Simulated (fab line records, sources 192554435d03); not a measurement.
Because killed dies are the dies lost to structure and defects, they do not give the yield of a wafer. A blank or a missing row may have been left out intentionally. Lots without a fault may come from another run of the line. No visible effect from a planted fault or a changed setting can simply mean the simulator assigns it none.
The tool behind it: which one? / flow n5-finfet / 11 lots, 31 wafers sampled, at 5 steps of a route of 1938

WHAT THE GAUGES SHOWED, per wafer
The record holds no reading of a measuring or inspecting step that can be judged against a usual standard deviation.

TOOL THAT RAN EACH LOT (tool first, then ch and the chambers of the sampled wafers, then the start)
lot=L113; N5_BEOL_M9_CVD_78=cvd-co-02 ch 0,1,2, day 10 18:40; N5_PASSIVATION_DESCUM_12=rie-diel-04 ch 1,2, day 12 23:37; N5_PASSIVATION_PASS_ETCH_74=rie-diel-04 ch 1,2, day 12 23:41; N5_PASSIVATION_DEGAS_18=pvd-sputter-02, day 13 01:03; N5_PASSIVATION_PROBE_49=prober-01, day 13 06:44
lot=L112; N5_BEOL_M9_CVD_78=cvd-co-02 ch 0,1, day 10 18:46; N5_PASSIVATION_DESCUM_12=rie-diel-06 ch 0,1,3, day 13 06:52; N5_PASSIVATION_PASS_ETCH_74=rie-diel-06 ch 0,1,3, day 13 06:56; N5_PASSIVATION_DEGAS_18=pvd-sputter-01, day 13 07:47; N5_PASSIVATION_PROBE_49=prober-01, day 13 13:52
lot=L114; N5_BEOL_M9_CVD_78=cvd-co-02 ch 0,2, day 11 16:34; N5_PASSIVATION_DESCUM_12=rie-diel-04 ch 0,2,3, day 13 15:55; N5_PASSIVATION_PASS_ETCH_74=rie-diel-04 ch 0,2,3, day 13 15:59; N5_PASSIVATION_DEGAS_18=pvd-sputter-02, day 13 16:44; N5_PASSIVATION_PROBE_49=prober-01, day 13 22:36
lot=L121; N5_BEOL_M9_CVD_78=cvd-co-02 ch 0,1,2, day 12 18:58; N5_PASSIVATION_DESCUM_12=rie-diel-06 ch 0,2,3, day 15 00:43; N5_PASSIVATION_PASS_ETCH_74=rie-diel-06 ch 0,2,3, day 15 00:47; N5_PASSIVATION_DEGAS_18=pvd-sputter-02, day 15 01:35; N5_PASSIVATION_PROBE_49=-
lot=L124; N5_BEOL_M9_CVD_78=cvd-co-01 ch 1,2, day 13 12:17; N5_PASSIVATION_DESCUM_12=rie-diel-03 ch 0,1, day 15 09:39; N5_PASSIVATION_PASS_ETCH_74=rie-diel-03 ch 0,1, day 15 09:43; N5_PASSIVATION_DEGAS_18=pvd-sputter-03, day 15 10:16; N5_PASSIVATION_PROBE_49=prober-01, day 15 15:47
lot=L123; N5_BEOL_M9_CVD_78=cvd-co-01 ch 1,2, day 13 13:43; N5_PASSIVATION_DESCUM_12=rie-diel-04 ch 0,2, day 15 18:58; N5_PASSIVATION_PASS_ETCH_74=rie-diel-04 ch 0,2, day 15 19:02; N5_PASSIVATION_DEGAS_18=pvd-sputter-03, day 15 20:34; N5_PASSIVATION_PROBE_49=prober-01, day 16 02:16
lot=L126; N5_BEOL_M9_CVD_78=cvd-co-02 ch 0,1,2, day 14 02:55; N5_PASSIVATION_DESCUM_12=rie-diel-03 ch 0,1, day 16 06:48; N5_PASSIVATION_PASS_ETCH_74=rie-diel-03 ch 0,1, day 16 06:52; N5_PASSIVATION_DEGAS_18=pvd-sputter-03, day 16 09:35; N5_PASSIVATION_PROBE_49=prober-02, day 16 15:16
lot=L130; N5_BEOL_M9_CVD_78=cvd-co-02 ch 0,1, day 14 19:44; N5_PASSIVATION_DESCUM_12=rie-diel-06 ch 0,1,3, day 17 01:16; N5_PASSIVATION_PASS_ETCH_74=rie-diel-06 ch 0,1,3, day 17 01:20; N5_PASSIVATION_DEGAS_18=pvd-sputter-02, day 17 03:22; N5_PASSIVATION_PROBE_49=prober-02, day 17 09:02
lot=L129; N5_BEOL_M9_CVD_78=cvd-co-02 ch 0,1,2, day 14 20:15; N5_PASSIVATION_DESCUM_12=rie-diel-03 ch 0,1,3, day 16 20:58; N5_PASSIVATION_PASS_ETCH_74=rie-diel-03 ch 0,1,3, day 16 21:02; N5_PASSIVATION_DEGAS_18=pvd-sputter-02, day 16 21:47; N5_PASSIVATION_PROBE_49=prober-02, day 17 03:55
lot=L128; N5_BEOL_M9_CVD_78=cvd-co-02 ch 0,1,2, day 15 15:02; N5_PASSIVATION_DESCUM_12=rie-diel-04 ch 0,1,3, day 17 18:26; N5_PASSIVATION_PASS_ETCH_74=rie-diel-04 ch 0,1,3, day 17 18:29; N5_PASSIVATION_DEGAS_18=pvd-sputter-01, day 17 19:21; N5_PASSIVATION_PROBE_49=prober-01, day 18 01:16
lot=L134; N5_BEOL_M9_CVD_78=cvd-co-02 ch 1,2, day 16 06:19; N5_PASSIVATION_DESCUM_12=rie-diel-04 ch 0,2, day 18 08:08; N5_PASSIVATION_PASS_ETCH_74=rie-diel-04 ch 0,2, day 18 08:13; N5_PASSIVATION_DEGAS_18=pvd-sputter-01, day 18 08:51; N5_PASSIVATION_PROBE_49=prober-01, day 18 14:56
- N5_BEOL_M9_CVD_78: deposits Co from CCTBA/H2, target thk 2 nm, time 138.9 s.
- N5_PASSIVATION_DESCUM_12: chemistry O2, time 7.9 s.
- N5_PASSIVATION_PASS_ETCH_74: etches SiNx in CF4/O2, target depth 220 nm, time 110 s.
- N5_PASSIVATION_DEGAS_18: time 60 s.
- N5_PASSIVATION_PROBE_49

WHAT THE TOOLS THEMSELVES READ (means of the sampled wafers that have a number; where no wafer has one, the mark that the record gives instead)
N5_PASSIVATION_DESCUM_12.
lot=L113; tool=rie-diel-04; drypump-motor-current-A (A)=5.4; o2-flow-sccm (sccm)=225.7; oes-product-au (a.u.)=0.78; rf-vpp-V (V)=243.3; showerhead-plenum-p-Torr (Torr)=2.12; throttle-valve-pct (%)=20.51
lot=L112; tool=rie-diel-06; drypump-motor-current-A (A)=5.7; o2-flow-sccm (sccm)=224.0; oes-product-au (a.u.)=0.78; rf-vpp-V (V)=243.6; showerhead-plenum-p-Torr (Torr)=2.06; throttle-valve-pct (%)=20.40
lot=L114; tool=rie-diel-04; drypump-motor-current-A (A)=5.6; o2-flow-sccm (sccm)=224.3; oes-product-au (a.u.)=0.82; rf-vpp-V (V)=243.3; showerhead-plenum-p-Torr (Torr)=2.13; throttle-valve-pct (%)=20.71
lot=L121; tool=rie-diel-06; drypump-motor-current-A (A)=5.8; o2-flow-sccm (sccm)=224.7; oes-product-au (a.u.)=0.84; rf-vpp-V (V)=242.4; showerhead-plenum-p-Torr (Torr)=2.05; throttle-valve-pct (%)=20.31
lot=L124; tool=rie-diel-03; drypump-motor-current-A (A)=5.3; o2-flow-sccm (sccm)=225.1; oes-product-au (a.u.)=0.78; rf-vpp-V (V)=244.1; showerhead-plenum-p-Torr (Torr)=2.16; throttle-valve-pct (%)=20.56
lot=L123; tool=rie-diel-04; drypump-motor-current-A (A)=5.8; o2-flow-sccm (sccm)=224.9; oes-product-au (a.u.)=0.80; rf-vpp-V (V)=243.4; showerhead-plenum-p-Torr (Torr)=2.16; throttle-valve-pct (%)=20.80
lot=L126; tool=rie-diel-03; drypump-motor-current-A (A)=5.3; o2-flow-sccm (sccm)=225.2; oes-product-au (a.u.)=0.76; rf-vpp-V (V)=244.2; showerhead-plenum-p-Torr (Torr)=2.16; throttle-valve-pct (%)=20.58
lot=L130; tool=rie-diel-06; drypump-motor-current-A (A)=5.7; o2-flow-sccm (sccm)=225.4; oes-product-au (a.u.)=0.75; rf-vpp-V (V)=242.0; showerhead-plenum-p-Torr (Torr)=2.05; throttle-valve-pct (%)=20.44
lot=L129; tool=rie-diel-03; drypump-motor-current-A (A)=5.6; o2-flow-sccm (sccm)=224.8; oes-product-au (a.u.)=0.76; rf-vpp-V (V)=243.3; showerhead-plenum-p-Torr (Torr)=2.12; throttle-valve-pct (%)=20.63
lot=L128; tool=rie-diel-04; drypump-motor-current-A (A)=5.5; o2-flow-sccm (sccm)=225.5; oes-product-au (a.u.)=0.90; rf-vpp-V (V)=241.9; showerhead-plenum-p-Torr (Torr)=2.05; throttle-valve-pct (%)=20.42
lot=L134; tool=rie-diel-04; drypump-motor-current-A (A)=5.8; o2-flow-sccm (sccm)=224.7; oes-product-au (a.u.)=0.90; rf-vpp-V (V)=244.5; showerhead-plenum-p-Torr (Torr)=2.15; throttle-valve-pct (%)=20.66

N5_PASSIVATION_PASS_ETCH_74.
lot=L113; tool=rie-diel-04; drypump-motor-current-A (A)=5.4; oes_ar_750_au (a.u.)=0.80; oes-product-au (a.u.)=0.80; rf-vpp-V (V)=233; showerhead-plenum-p-Torr (Torr)=2.23; throttle-valve-pct (%)=16.04
lot=L112; tool=rie-diel-06; drypump-motor-current-A (A)=5.7; oes_ar_750_au (a.u.)=0.76; oes-product-au (a.u.)=0.76; rf-vpp-V (V)=249; showerhead-plenum-p-Torr (Torr)=2.18; throttle-valve-pct (%)=16.03
lot=L114; tool=rie-diel-04; drypump-motor-current-A (A)=5.6; oes_ar_750_au (a.u.)=0.83; oes-product-au (a.u.)=0.82; rf-vpp-V (V)=233; showerhead-plenum-p-Torr (Torr)=2.22; throttle-valve-pct (%)=16.10
lot=L121; tool=rie-diel-06; drypump-motor-current-A (A)=5.8; oes_ar_750_au (a.u.)=0.83; oes-product-au (a.u.)=0.82; rf-vpp-V (V)=240; showerhead-plenum-p-Torr (Torr)=2.17; throttle-valve-pct (%)=15.91
lot=L124; tool=rie-diel-03; drypump-motor-current-A (A)=5.3; oes_ar_750_au (a.u.)=0.75; oes-product-au (a.u.)=0.76; rf-vpp-V (V)=259; showerhead-plenum-p-Torr (Torr)=2.27; throttle-valve-pct (%)=16.13
lot=L123; tool=rie-diel-04; drypump-motor-current-A (A)=5.8; oes_ar_750_au (a.u.)=0.81; oes-product-au (a.u.)=0.80; rf-vpp-V (V)=233; showerhead-plenum-p-Torr (Torr)=2.25; throttle-valve-pct (%)=16.20
lot=L126; tool=rie-diel-03; drypump-motor-current-A (A)=5.3; oes_ar_750_au (a.u.)=0.74; oes-product-au (a.u.)=0.75; rf-vpp-V (V)=260; showerhead-plenum-p-Torr (Torr)=2.27; throttle-valve-pct (%)=16.14
lot=L130; tool=rie-diel-06; drypump-motor-current-A (A)=5.7; oes_ar_750_au (a.u.)=0.73; oes-product-au (a.u.)=0.74; rf-vpp-V (V)=249; showerhead-plenum-p-Torr (Torr)=2.18; throttle-valve-pct (%)=16.08
lot=L129; tool=rie-diel-03; drypump-motor-current-A (A)=5.6; oes_ar_750_au (a.u.)=0.75; oes-product-au (a.u.)=0.75; rf-vpp-V (V)=252; showerhead-plenum-p-Torr (Torr)=2.24; throttle-valve-pct (%)=16.21
lot=L128; tool=rie-diel-04; drypump-motor-current-A (A)=5.4; oes_ar_750_au (a.u.)=0.90; oes-product-au (a.u.)=0.89; rf-vpp-V (V)=233; showerhead-plenum-p-Torr (Torr)=2.15; throttle-valve-pct (%)=15.86
lot=L134; tool=rie-diel-04; drypump-motor-current-A (A)=5.8; oes_ar_750_au (a.u.)=0.92; oes-product-au (a.u.)=0.92; rf-vpp-V (V)=232; showerhead-plenum-p-Torr (Torr)=2.25; throttle-valve-pct (%)=16.02

N5_PASSIVATION_DEGAS_18.
lot=L113; tool=pvd-sputter-02; heater-power-w (W)=494
lot=L112; tool=pvd-sputter-01; heater-power-w (W)=476
lot=L114; tool=pvd-sputter-02; heater-power-w (W)=480
lot=L121; tool=pvd-sputter-02; heater-power-w (W)=474
lot=L124; tool=pvd-sputter-03; heater-power-w (W)=445
lot=L123; tool=pvd-sputter-03; heater-power-w (W)=436
lot=L126; tool=pvd-sputter-03; heater-power-w (W)=454
lot=L130; tool=pvd-sputter-02; heater-power-w (W)=475
lot=L129; tool=pvd-sputter-02; heater-power-w (W)=475
lot=L128; tool=pvd-sputter-01; heater-power-w (W)=482
lot=L134; tool=pvd-sputter-01; heater-power-w (W)=506

N5_PASSIVATION_PROBE_49.
lot=L113; tool=prober-01; defect-limited-yield (%)=93.3; killed_at_M0_to_M3=18; killed_at_M4_up=14; killed-at-contacts=15; killed-at-front-end=30; killed-at-other=2.0; killed-dies=79; killed-open=50; killed-short=28; sort_bin_5_function (%)=4.2; sort_bin_6_memory (%)=2.2; sort_bin_8_speed (%)=0.0; sort-n-pass=1101
lot=L112; tool=prober-01; defect-limited-yield (%)=93.2; killed_at_M0_to_M3=25; killed_at_M4_up=14; killed-at-contacts=3; killed-at-front-end=34; killed-at-other=5.0; killed-dies=81; killed-open=54; killed-short=26; sort_bin_5_function (%)=3.9; sort_bin_6_memory (%)=2.7; sort_bin_8_speed (%)=0.0; sort-n-pass=1099
lot=L114; tool=prober-01; defect-limited-yield (%)=92.0; killed_at_M0_to_M3=26; killed_at_M4_up=14; killed-at-contacts=21; killed-at-front-end=31; killed-at-other=3.0; killed-dies=94; killed-open=63; killed-short=31; sort_bin_5_function (%)=4.4; sort_bin_6_memory (%)=3.2; sort_bin_8_speed (%)=0.1; sort-n-pass=1086
lot=L124; tool=prober-01; defect-limited-yield (%)=83.7; killed_at_M0_to_M3=32; killed_at_M4_up=113; killed-at-contacts=9; killed-at-front-end=34; killed-at-other=4.3; killed-dies=192; killed-open=57; killed-short=31; sort_bin_5_function (%)=10.5; sort_bin_6_memory (%)=4.5; sort_bin_8_speed (%)=0.0; sort-n-pass=988
lot=L123; tool=prober-01; defect-limited-yield (%)=85.1; killed_at_M0_to_M3=27; killed_at_M4_up=106; killed-at-contacts=19; killed-at-front-end=22; killed-at-other=1.5; killed-dies=176; killed-open=54; killed-short=28; sort_bin_5_function (%)=10.4; sort_bin_6_memory (%)=3.0; sort_bin_8_speed (%)=0.0; sort-n-pass=1004
lot=L126; tool=prober-02; defect-limited-yield (%)=91.1; killed_at_M0_to_M3=32; killed_at_M4_up=14; killed-at-contacts=8; killed-at-front-end=49; killed-at-other=2.3; killed-dies=105; killed-open=71; killed-short=31; sort_bin_5_function (%)=5.0; sort_bin_6_memory (%)=3.6; sort_bin_8_speed (%)=0.0; sort-n-pass=1075
lot=L130; tool=prober-02; defect-limited-yield (%)=93.0; killed_at_M0_to_M3=22; killed_at_M4_up=15; killed-at-contacts=17; killed-at-front-end=26; killed-at-other=3.0; killed-dies=82; killed-open=54; killed-short=28; sort_bin_5_function (%)=3.9; sort_bin_6_memory (%)=2.9; sort_bin_8_speed (%)=0.3; sort-n-pass=1095
lot=L129; tool=prober-02; defect-limited-yield (%)=90.3; killed_at_M0_to_M3=40; killed_at_M4_up=14; killed-at-contacts=14; killed-at-front-end=38; killed-at-other=8.3; killed-dies=115; killed-open=82; killed-short=32; sort_bin_5_function (%)=5.8; sort_bin_6_memory (%)=3.7; sort_bin_8_speed (%)=0.0; sort-n-pass=1065
lot=L128; tool=prober-01; defect-limited-yield (%)=90.3; killed_at_M0_to_M3=42; killed_at_M4_up=12; killed-at-contacts=13; killed-at-front-end=45; killed-at-other=3.7; killed-dies=115; killed-open=73; killed-short=41; sort_bin_5_function (%)=5.3; sort_bin_6_memory (%)=4.2; sort_bin_8_speed (%)=0.0; sort-n-pass=1065
lot=L134; tool=prober-01; defect-limited-yield (%)=90.9; killed_at_M0_to_M3=30; killed_at_M4_up=16; killed-at-contacts=20; killed-at-front-end=36; killed-at-other=4.5; killed-dies=108; killed-open=70; killed-short=38; sort_bin_5_function (%)=5.3; sort_bin_6_memory (%)=3.4; sort_bin_8_speed (%)=0.0; sort-n-pass=1072

THE ANSWER, worked out from the rows above alone
Rule: what is usual is taken from the lots themselves. Put in order of their means at a reading, lots are off if they are a third of the lots or fewer, leave a main group of 4 or more, and stand apart from it by a gap of 3 or more times the standard deviation of the main group's means; of several such gaps the widest counts. The tables above print the reading to a certain number of digits; a main group whose means all agree to those digits is not used. Also off: a lot with no number at a reading for which 4 or more lots have one. Any other lot the step has rows for is counted as sound. After the gauges, taken in route order, come the tools' own readings; for these a lot's mean is taken, as printed above. At the first step where some lot is off, the reading lying furthest off is the one used; lots without a number count as furthest.
Off at N5_PASSIVATION_PROBE_49 (killed_at_M4_up): L124, L123. For the main group the mean is 14 and the standard deviation 1.1. Neither off nor sound, because the step has no rows for them: L121.
If a tool, at that step or one of the process steps before it, ran each lot that is off and ran no sound lot following the first of them, it fits. One fits: cvd-co-01 at N5_BEOL_M9_CVD_78. It ran no sound lot before its first lot that is off in this sample, so the start can't be narrowed down.

WHAT WAS PUT IN BY THE SIMULATOR
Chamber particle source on cvd-co-01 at N5_BEOL_M9_CVD_78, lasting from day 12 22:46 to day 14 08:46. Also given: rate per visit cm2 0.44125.
Shown lots that were struck: L124, L123. The rule above reached the same finding.
